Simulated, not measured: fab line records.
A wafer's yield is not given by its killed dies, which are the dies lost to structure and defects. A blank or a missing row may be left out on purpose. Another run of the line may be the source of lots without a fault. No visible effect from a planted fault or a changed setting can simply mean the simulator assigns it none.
Chamber matching | flow nandHarc | pecvd-02 running NHARC_A_CONTACT_DEP_29: 3 sister chambers
The step deposits SiON, target thk 100 nm. 14 wafers are shown with their chamber, then 7 later ones without.

WAFERS, EACH WITH ITS CHAMBER
wafer  | chamber | heaterPowerW (W) | heaterPowerOuterW (W)
L821.2 | 2       | 737              | 464
L821.5 | 0       | 845              | 518
L821.6 | 1       | 761              | 441
L825.1 | 0       | 890              | 538
L825.2 | 1       | 728              | 421
L825.5 | 0       | 697              | 410
L827.1 | 1       | 724              | 414
L827.2 | 0       | 755              | 432
L827.5 | 1       | 717              | 424
L828.1 | 0       | 832              | 494
L828.2 | 1       | 772              | 451
L828.4 | 0       | 834              | 493
L836.3 | 0       | 805              | 501
L836.5 | 0       | 828              | 497

SIGNATURES (averages over the wafers above)
reading           | chamber 0 | chamber 1 | chamber 2 | scatter within a chamber
heaterPowerW      | 810.75    | 740.40    | 737.00    | 49.7
heaterPowerOuterW | 485.38    | 430.20    | 464.00    | 35.4
Rule: a wafer's distance from a chamber is the root of the sum, over the readings, of the square of ((its reading less the chamber's mean) divided by the reading's scatter). The wafer belongs to the nearest chamber; if the next one is less than 2 further off, it can't be placed. The scatter: take each reading less its chamber's mean, square it, sum over the shown wafers, divide by the number of wafers less the number of chambers, and take the root.

WAFERS WHOSE CHAMBER IS MISSING
wafer  | heaterPowerW (W) | heaterPowerOuterW (W)
L836.6 | 777              | 500
L842.1 | 709              | 415
L842.4 | 760              | 492
L842.5 | 720              | 425
L844.2 | 844              | 496
L844.4 | 754              | 503
L844.5 | 825              | 504

EACH ONE'S CHAMBER
wafer  | from the rows above          | in truth
L836.6 | can't be placed: 0 or 2 or 1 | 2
L842.1 | can't be placed: 1 or 2      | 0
L842.4 | can't be placed: 2 or 0 or 1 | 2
L842.5 | can't be placed: 1 or 2      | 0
L844.2 | can't be placed: 0 or 2      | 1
L844.4 | can't be placed: 2 or 0 or 1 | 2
L844.5 | can't be placed: 0 or 2      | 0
0 of 7 placed correctly. These rows do not allow placing 7 (true chamber among the candidates in 4). Number placed wrongly: 0.
